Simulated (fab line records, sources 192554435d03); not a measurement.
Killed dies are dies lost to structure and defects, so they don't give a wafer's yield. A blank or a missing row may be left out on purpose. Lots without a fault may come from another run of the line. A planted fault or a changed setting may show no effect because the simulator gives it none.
Chamber matching | flow n5_finfet | N5_BEOL_M11_PECVD_70 on pecvd-02: 3 sister chambers
The step deposits SiO2 from TEOS/O2, target thk 20 nm, time 22.7 s. 14 wafers are shown with their chamber, then 7 later ones without.

WAFERS WITH THEIR CHAMBER
wafer  | chamber | throttle_valve_pct (%) | showerhead_plenum_p_Torr (Torr) | heater_power_outer_w (W)
L075.2 | 1       | 22.1                   | 8.77                            | 299
L075.4 | 0       | 23.4                   | 8.86                            | 412
L075.6 | 1       | 22.3                   | 8.76                            | 303
L077.1 | 2       | 20.3                   | 8.82                            | 392
L077.4 | 2       | 20.3                   | 8.82                            | 378
L077.6 | 1       | 22.2                   | 8.76                            | 332
L081.1 | 1       | 22.1                   | 8.76                            | 365
L081.2 | 2       | 20.1                   | 8.81                            | 346
L081.5 | 2       | 20.4                   | 8.84                            | 344
L083.2 | 2       | 20.3                   | 8.82                            | 381
L083.4 | 2       | 20.2                   | 8.81                            | 381
L083.6 | 1       | 22.4                   | 8.76                            | 339
L087.1 | 0       | 23.6                   | 8.86                            | 414
L087.4 | 2       | 20.4                   | 8.84                            | 344

SIGNATURES (means of the wafers above)
reading                  | chamber 0 | chamber 1 | chamber 2 | scatter within a chamber
throttle_valve_pct       | 23.500    | 22.220    | 20.286    | 0.119
showerhead_plenum_p_Torr | 8.8600    | 8.7620    | 8.8229    | 0.00964
heater_power_outer_w     | 413.00    | 327.60    | 366.57    | 22.6
Rule: a wafer's distance from a chamber is the root of the sum, over the readings, of the square of ((its reading less the chamber's mean) divided by the reading's scatter). The wafer belongs to the nearest chamber; if the next one is less than 2 further off, it can't be placed. The scatter: the root of (the sum of the squares of (reading less its chamber's mean) over the shown wafers, divided by (wafers less chambers)).

WAFERS WITHOUT THEIR CHAMBER
wafer  | throttle_valve_pct (%) | showerhead_plenum_p_Torr (Torr) | heater_power_outer_w (W)
L087.5 | 23.5                   | 8.85                            | 413
L090.3 | 23.4                   | 8.85                            | 359
L090.4 | 22.0                   | 8.75                            | 285
L090.6 | 20.4                   | 8.83                            | 350
L097.1 | 20.6                   | 8.83                            | 330
L097.5 | 20.7                   | 8.84                            | 326
L097.6 | 22.1                   | 8.76                            | 368

WHICH CHAMBER EACH WENT THROUGH
wafer  | from the rows above | in truth
L087.5 | 0                   | 0
L090.3 | 0                   | 0
L090.4 | 1                   | 1
L090.6 | 2                   | 2
L097.1 | 2                   | 2
L097.5 | 2                   | 2
L097.6 | 1                   | 1
Placed correctly: 7 of 7. Can't be placed from these rows: 0. Placed wrongly: 0.
